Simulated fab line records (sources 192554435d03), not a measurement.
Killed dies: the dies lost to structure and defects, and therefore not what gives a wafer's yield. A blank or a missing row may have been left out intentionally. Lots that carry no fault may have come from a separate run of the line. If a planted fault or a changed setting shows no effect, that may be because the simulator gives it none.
Chamber matching ; flow n5-finfet ; 4 sister chambers for N5_WELL_APT_DESCUM_30 on rie-diel-05
The step chemistry O2, time 7.9 s. 16 wafers are shown with their chamber, then 8 later ones without.

WAFERS WITH THEIR CHAMBER
wafer;chamber;drypump-motor-current-A (A);showerhead-plenum-p-Torr (Torr);throttle-valve-pct (%)
L074.2;2;5.7;1.95;20.85
L074.4;1;5.6;2.05;20.10
L074.5;1;5.6;2.05;20.11
L076.3;0;4.8;1.98;20.29
L076.5;2;5.7;1.95;20.87
L076.6;3;5.0;2.17;20.39
L077.2;3;5.0;2.17;20.38
L077.3;0;4.9;1.98;20.31
L077.4;2;5.7;1.95;20.86
L084.2;1;5.6;2.05;20.14
L084.3;0;4.9;1.97;20.32
L084.4;2;5.7;1.95;20.89
L089.1;1;5.6;2.04;20.16
L089.4;2;5.7;1.94;20.91
L089.6;1;5.6;2.04;20.15
L094.1;0;4.9;1.97;20.36

SIGNATURES (averages over the wafers above)
reading;chamber 0;chamber 1;chamber 2;chamber 3;scatter within a chamber
drypump-motor-current-A;4.875;5.600;5.700;5.000;0.025
showerhead-plenum-p-Torr;1.9750;2.0460;1.9480;2.1700;0.005
throttle-valve-pct;20.3200;20.1320;20.8760;20.3850;0.0252
Rule: a wafer lies at a distance from a chamber equal to the root of the sum of squares, over the readings, of (its reading less the chamber's mean, divided by the reading's scatter). If the next closest chamber is less than 2 further off than the closest, the wafer can't be placed; otherwise it belongs to the closest. The scatter: the root of (the sum of the squares of (reading less its chamber's mean) over the shown wafers, divided by (wafers less chambers)).

WAFERS MISSING THEIR CHAMBER
wafer;drypump-motor-current-A (A);showerhead-plenum-p-Torr (Torr);throttle-valve-pct (%)
L094.2;5.7;1.94;20.92
L094.3;5.6;2.04;20.18
L094.4;5.0;2.16;20.44
L094.5;5.7;1.94;20.92
L094.6;5.6;2.04;20.15
L095.1;5.0;2.16;20.43
L095.2;5.7;1.94;20.94
L095.5;5.5;2.04;20.18

CHAMBER TAKEN BY EACH
wafer;from the rows above;in truth
L094.2;2;2
L094.3;1;1
L094.4;3;3
L094.5;2;2
L094.6;1;1
L095.1;3;3
L095.2;2;2
L095.5;1;1
Placed correctly: 8 of 8. Left unplaced by these rows: 0. Wrongly placed: 0.
